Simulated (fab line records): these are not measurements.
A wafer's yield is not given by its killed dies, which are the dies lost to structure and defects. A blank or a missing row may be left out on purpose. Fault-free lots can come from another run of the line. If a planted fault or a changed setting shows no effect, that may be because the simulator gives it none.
Struck lot and sound lot, side by side -- flow n5Finfet -- 26 out of 1938 route steps
Sound: wafers L728.4, L728.5, L728.6. Wafers struck: L734.1, L734.4, L734.6. The cause is named last.
For every step that has rows: the tool of each side, followed by ch and its chambers, followed by its first start. Under that, the readings that differ: sound wafers -- struck wafers -- difference of the means -- sigmas: that difference in standard deviations of wafers without a fault.
alike: same words and numbers on both sides, and readings whose means sit less than 2 such deviations apart. not compared: any withheld reading, any reading some wafer has no value for, any bound like >300 that may hide the same value, and any number with overlapping values for which the record gives no deviation.
Wherever a step has rows on one side only, a row that says differs or no value, or a row with sigmas, the two part there. Numbers that have no deviation but don't overlap get no sigmas and don't part them. A reading that every wafer of one side lacks parts them only if that side has two wafers or more.

first, 2 steps without rows for these wafers: N5_BEOL_M4_PRE_CLEAN_56 (time 15 s); N5_BEOL_M4_DEP_57 (deposits SiCN from 3MS/NH3, target thk 8 nm, time 14 s).
N5_BEOL_M4_RS_MEAS_58: measurement is done with a four-point probe.
  struck on filmMetro-01, day 11 08:52; sound on filmMetro-01, day 9 14:38
  alike: M4_RS
N5_BEOL_M4_INSPECT_59: inspects for defects (darkfield).
  struck on defectInspect-02, day 11 08:53; sound on defectInspect-01, day 9 14:40
reading,sound,struck,difference,sigmas
rawDefectCount,51 64 54,124 102 134,+64,+2
N5_BEOL_M4_RC_MEAS_101:
  sound on prober-02 ch 0, day 9 15:10; struck on prober-01 ch 0, day 11 09:52
reading,sound,struck,difference,sigmas
DIBL_N (mV/V),38.4 37.1 35.9,33.5 34.1 33.2,-3.5,-2
SS_N (mV/dec),73.7 72.7 71.3,70.4 71.2 70.4,-1.9,-3
  alike: DIBL_P, IOFF_N, IOFF_P, ION_N, ION_P, SS_P, VT_N, VT_P
N5_BEOL_M5_ILD_DEP_00: deposits SiCOH lowk from DEMS/porogen, target thk 140.64 nm, time 25.9 s.
  sound on pecvd-01 ch 0,1, day 9 15:41; struck on pecvd-01 ch 0,1, day 11 10:50
  alike: heaterPowerW, showerheadPlenumPTorr, throttleValvePct
then, 1 step without rows for these wafers: N5_BEOL_M5_CURE_79 (cures SiCOH lowk, time 240 s).
N5_BEOL_M5_THK_MEAS_01:
  struck on filmMetro-01, day 11 11:35; sound on filmMetro-02, day 9 16:15
  alike: M5_ILD_THK
N5_BEOL_M5_PECVD_70: deposits SiO2 from TEOS/O2, target thk 16 nm, time 18 s.
  sound on pecvd-01 ch 0,1, day 9 16:18; struck on pecvd-02 ch 0,1,2, day 11 11:37
  alike: heaterPowerW, showerheadPlenumPTorr, throttleValvePct
N5_BEOL_M5_HM_DEP_02: deposits TiN, target thk 20 nm.
  struck on pvdSputter-02, day 11 13:11; sound on pvdSputter-01, day 9 19:08
  alike: throttleValvePct
then, 2 steps without rows for these wafers: N5_BEOL_M5_COAT_59 (time 60 s, resist thk 60 nm); N5_BEOL_M5_COAT_60 (time 60 s, resist thk 12 nm).
N5_BEOL_M5_COAT_71: time 60 s, resist thk 5 nm.
  sound on lithoTrack-03 ch 0, day 9 19:16; struck on lithoTrack-01 ch 0, day 11 13:19
reading,sound,struck,difference,sigmas
spinSpeedRpm (rpm),1499.6 1499.5 1499.0,1543.8 1545.3 1544.5,+45.2,+45
then, 6 steps without rows for these wafers: N5_BEOL_M5_COAT_05 (resist thk 30 nm); N5_BEOL_M5_EBR_07; N5_BEOL_M5_SOFTBAKE_06 (time 60 s); N5_BEOL_M5_EXPOSE_08 (exposes mask M5, target cd 28 nm); N5_BEOL_M5_PEB_09 (peb time 60 s); N5_BEOL_M5_DEVELOP_10 (develop time 30 s).
N5_BEOL_M5_CD_MEAS_11: the cd target is 27.74 nm.
  sound on cdSem-01 ch 0, day 9 19:31; struck on cdSem-01 ch 0, day 11 13:35
  alike: cdNm
N5_BEOL_M5_OVL_MEAS_12:
  sound on overlay-01 ch 0, day 9 19:34; struck on overlay-02 ch 0, day 11 13:37
  alike: M5_OVL
N5_BEOL_M5_INSPECT_13: inspects for defects (brightfield).
  struck on defectInspect-01, day 11 13:40; sound on defectInspect-02, day 9 19:37
  alike: rawDefectCount
N5_BEOL_M5_DESCUM_16: chemistry O2, time 7 s.
  sound on rieDiel-02 ch 0,1,3, day 9 19:40; struck on rieDiel-02 ch 0,1,2, day 11 13:43
  alike: drypumpMotorCurrentA, oesProductAu, rfVppV, showerheadPlenumPTorr, tempC, throttleValvePct
  not compared: rfHoursCounterH
N5_BEOL_M5_ETCH_72: etches underlayer in N2/H2, target depth 6.5 nm, time 5.2 s.
  sound on rieDiel-02 ch 0,1,3, day 9 19:41; struck on rieDiel-02 ch 0,1,2, day 11 13:44
reading,sound,struck,difference,sigmas
model.etch.depthNm (nm),4.993 4.999 5.003,4.924 4.938 4.942,-0.064,
  alike: drypumpMotorCurrentA, etchRfOnTimeS, oesProductAu, rfVppV, showerheadPlenumPTorr, throttleValvePct
  not compared: rfHoursCounterH
N5_BEOL_M5_ETCH_61: etches SiARC in CF4, target depth 15.6 nm, time 26 s.
  sound on rieDiel-02 ch 0,1,3, day 9 19:43; struck on rieDiel-02 ch 0,1,2, day 11 13:46
  alike: drypumpMotorCurrentA, etchRfOnTimeS, oesProductAu, rfVppV, showerheadPlenumPTorr, throttleValvePct
  not compared: rfHoursCounterH
-- record jumps: 5 days separate the struck wafers' starts on either side; left off in module BEOL_M5, taken up again in module PASSIVATION, whose first shown step is the route's number 1936 --
N5_PASSIVATION_PROBE_49:
  rows exist in the record for the struck wafers here (prober-01, day 16 07:07), but not for the sound ones

WHERE THEY PART
At N5_BEOL_M4_INSPECT_59 first; at N5_PASSIVATION_PROBE_49 last (within this record only).

WHY: what had been put in by the simulator
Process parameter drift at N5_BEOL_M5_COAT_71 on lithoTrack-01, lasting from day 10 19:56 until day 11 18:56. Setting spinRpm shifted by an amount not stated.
